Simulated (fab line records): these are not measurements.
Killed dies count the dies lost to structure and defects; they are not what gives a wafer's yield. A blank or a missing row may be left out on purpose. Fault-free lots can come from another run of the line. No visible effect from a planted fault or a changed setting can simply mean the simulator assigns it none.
Which tool is to blame? + flow nand_harc + 39 wafers from 13 lots sampled at 5 of the route's 1302 steps

WHAT EACH GAUGE READ, for each wafer
NHARC_A_WL_FILL_INSPECT_15.
| lot  | measured     | on                | raw_defect_count |
|------|--------------|-------------------|------------------|
| L512 | day 21 04:24 | defect_inspect-02 | 348 277 318      |
| L513 | day 21 04:32 | defect_inspect-01 | 553 411 635      |
| L514 | day 21 17:14 | defect_inspect-02 | 409 396 395      |
| L516 | day 23 04:58 | defect_inspect-02 | 492 487 449      |
| L518 | day 23 16:38 | defect_inspect-02 | 463 441 434      |
| L520 | day 24 13:07 | defect_inspect-02 | 446 450 611      |
| L521 | day 24 21:41 | defect_inspect-02 | 902 485 373      |
| L522 | day 24 21:52 | defect_inspect-01 | 639 415 478      |
| L524 | day 26 02:25 | defect_inspect-02 | 513 429 817      |
| L527 | day 26 20:59 | defect_inspect-02 | 344 434 466      |
| L531 | day 28 15:16 | defect_inspect-01 | 398 365 513      |
| L535 | day 30 02:34 | defect_inspect-01 | 523 420 399      |
| L534 | day 30 02:43 | defect_inspect-01 | 495 420 697      |

NHARC_A_CONTACT_CD_MEAS_42: the cd target is 300 nm.
| lot  | measured     | on        | cd_nm (nm)        |
|------|--------------|-----------|-------------------|
| L512 | day 21 10:03 | cd_sem-02 | 300.2 300.5 299.7 |
| L513 | day 21 14:10 | cd_sem-01 | 299.5 299.3 299.6 |
| L514 | day 21 23:05 | cd_sem-03 | 300.5 300.7 300.7 |
| L516 | day 23 10:37 | cd_sem-01 | 300.3 299.7 300.2 |
| L518 | day 23 22:14 | cd_sem-01 | 300.4 299.8 299.2 |
| L520 | day 24 19:49 | cd_sem-03 | 299.4 299.9 300.7 |
| L521 | day 25 03:09 | cd_sem-02 | 299.3 299.1 299.2 |
| L522 | day 25 03:34 | cd_sem-03 | 299.6 299.5 300.0 |
| L524 | day 26 08:02 | cd_sem-01 | 299.2 298.9 299.0 |
| L527 | day 27 03:40 | cd_sem-03 | 300.9 301.0 300.3 |
| L531 | day 28 21:08 | cd_sem-03 | 300.4 300.6 300.2 |
| L535 | day 30 08:09 | cd_sem-03 | 299.3 299.4 299.7 |
| L534 | day 30 09:34 | cd_sem-03 | 300.3 300.5 300.1 |

NHARC_END_SORT_01.
| lot  | measured     | on        | killed_at_array | killed_at_other | killed_at_periphery | killed_dies | killed_open | killed_short |
|------|--------------|-----------|-----------------|-----------------|---------------------|-------------|-------------|--------------|
| L520 | day 27 22:27 | prober-02 | 76 73 82        | 1 0 0           | 3 1 4               | 80 74 86    | 3 3 7       | 6 4 3        |
| L524 | day 29 06:35 | prober-01 | 77 62 91        | 0 4 0           | 5 7 5               | 82 73 96    | 2 1 6       | 5 5 3        |

WHAT TOOL EACH LOT RAN ON (gives the tool, then ch and the chambers of the sampled wafers, and finally the start)
| lot  | NHARC_A_CONTACT_ETCH_51            | NHARC_A_CONTACT_ETCH_114             |
|------|------------------------------------|--------------------------------------|
| L512 | rie_diel-10 ch 0,1,3, day 21 10:50 | har_cap_etch-02 ch 0, day 21 12:37   |
| L513 | rie_diel-13 ch 0,2,3, day 21 14:58 | har_cap_etch-01 ch 0,1, day 21 16:45 |
| L514 | rie_diel-10 ch 0,1, day 22 00:01   | har_cap_etch-03 ch 0,1, day 22 01:43 |
| L516 | rie_diel-13 ch 2,3, day 23 11:24   | har_cap_etch-01 ch 0,1, day 23 13:12 |
| L518 | rie_diel-10 ch 2,3, day 23 23:01   | har_cap_etch-03 ch 0,1, day 24 00:58 |
| L520 | rie_diel-10 ch 0,2,3, day 24 21:02 | har_cap_etch-03 ch 0,1, day 24 22:48 |
| L521 | rie_diel-10 ch 1,2,3, day 25 03:56 | har_cap_etch-01 ch 0,1, day 25 05:43 |
| L522 | rie_diel-13 ch 2,3, day 25 04:30   | har_cap_etch-03 ch 0,1, day 25 06:11 |
| L524 | rie_diel-13 ch 0,1,2, day 26 09:05 | har_cap_etch-02 ch 0,1, day 26 10:39 |
| L527 | rie_diel-11 ch 0,2,3, day 27 04:28 | har_cap_etch-02 ch 0,1, day 27 06:16 |
| L531 | rie_diel-11 ch 1,2, day 28 22:04   | har_cap_etch-03 ch 0,1, day 28 23:43 |
| L535 | rie_diel-11 ch 0,1,3, day 30 08:57 | har_cap_etch-01 ch 0,1, day 30 10:43 |
| L534 | rie_diel-11 ch 0,1, day 30 10:24   | har_cap_etch-03 ch 0, day 30 12:11   |
- NHARC_A_CONTACT_ETCH_51: etches the open film in O2/COS, target depth 7000 nm, time 1820 s.
- NHARC_A_CONTACT_ETCH_114: etches the open film in C4F8/O2/Ar, time 190 s, target depth 1850 nm.

WHAT THE TOOLS THEMSELVES READ (means of the sampled wafers that have a number; where no wafer has one, the mark that the record gives instead)
NHARC_A_CONTACT_ETCH_51.
| lot  | tool        | drypump_motor_current_A (A) | oes_product_au (a.u.) | rf_vpp_V (V) | run_length_s (s) | showerhead_plenum_p_Torr (Torr) | throttle_valve_pct (%) |
|------|-------------|-----------------------------|-----------------------|--------------|------------------|---------------------------------|------------------------|
| L512 | rie_diel-10 | 6.2                         | 1.005                 | 313.8        | 1841.6           | 3.09                            | 28.331                 |
| L513 | rie_diel-13 | 5.8                         | 1.004                 | 313.4        | 1841.4           | 3.08                            | 28.338                 |
| L514 | rie_diel-10 | 6.2                         | 1.003                 | 312.7        | 1841.3           | 3.04                            | 28.330                 |
| L516 | rie_diel-13 | 5.6                         | 0.997                 | 311.4        | 1841.1           | 2.96                            | 28.333                 |
| L518 | rie_diel-10 | 5.9                         | 1.019                 | 315.1        | 1841.4           | 3.21                            | 28.331                 |
| L520 | rie_diel-10 | 6.0                         | 1.016                 | 314.7        | 1841.3           | 3.18                            | 28.329                 |
| L521 | rie_diel-10 | 5.9                         | 1.007                 | 315.1        | 1841.2           | 3.16                            | 28.332                 |
| L522 | rie_diel-13 | 5.6                         | 0.997                 | 312.0        | 1840.9           | 2.96                            | 28.323                 |
| L524 | rie_diel-13 | 5.9                         | 1.005                 | 312.7        | 1840.9           | 3.06                            | 28.328                 |
| L527 | rie_diel-11 | 5.7                         | 1.012                 | 314.4        | 1841.1           | 3.14                            | 28.337                 |
| L531 | rie_diel-11 | 5.9                         | 1.013                 | 312.4        | 1840.6           | 3.02                            | 28.334                 |
| L535 | rie_diel-11 | 6.0                         | 1.017                 | 315.1        | 1752.4           | 3.19                            | 28.335                 |
| L534 | rie_diel-11 | 6.0                         | 1.010                 | 315.0        | 1663.1           | 3.18                            | 28.333                 |

THE ANSWER, worked out from the rows above alone
Rule: the lots themselves supply what counts as usual. Put in order of their means at a reading, lots are off if they are a third of the lots or fewer, leave a main group of 4 or more, and stand apart from it by a gap of 3 or more times the standard deviation of the main group's means; of several such gaps the widest counts. If all means in a main group match to the digits the tables above print for the reading, that group is not used. Also off: a lot with no number at a reading for which 4 or more lots have one. The other lots that the step has rows for count as sound. The gauges are gone through in route order, then the tools' own readings, and for those a lot's mean is taken as printed above. The first step at which some lot is off is used, and at that step the reading that is off furthest; a lot without a number counts as furthest.
Off: L535, L534, at NHARC_A_CONTACT_ETCH_51 (run_length_s). Mean 1841.2 s and standard deviation 0.27 in the main group.
A tool fits if, at that step or a process step before it, it ran every lot that is off, and no sound lot after the first of them. One fits: rie_diel-11 at NHARC_A_CONTACT_ETCH_51. Its last sound lot is L531 (day 28 22:04), its first lot that is off L535 (day 30 08:57): a fault that began between those two fits.
The tool's own readings at NHARC_A_CONTACT_ETCH_51 bear it out: on the lots that are off they differ by more than 5 times the standard deviation of the sound lots' means. run_length_s reads 1707.8 s there against 1841.2 s on the sound lots.

WHAT THE SIMULATOR HAD PUT IN
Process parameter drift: rie_diel-11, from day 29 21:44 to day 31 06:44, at NHARC_A_CONTACT_ETCH_51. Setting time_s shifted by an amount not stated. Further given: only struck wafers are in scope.
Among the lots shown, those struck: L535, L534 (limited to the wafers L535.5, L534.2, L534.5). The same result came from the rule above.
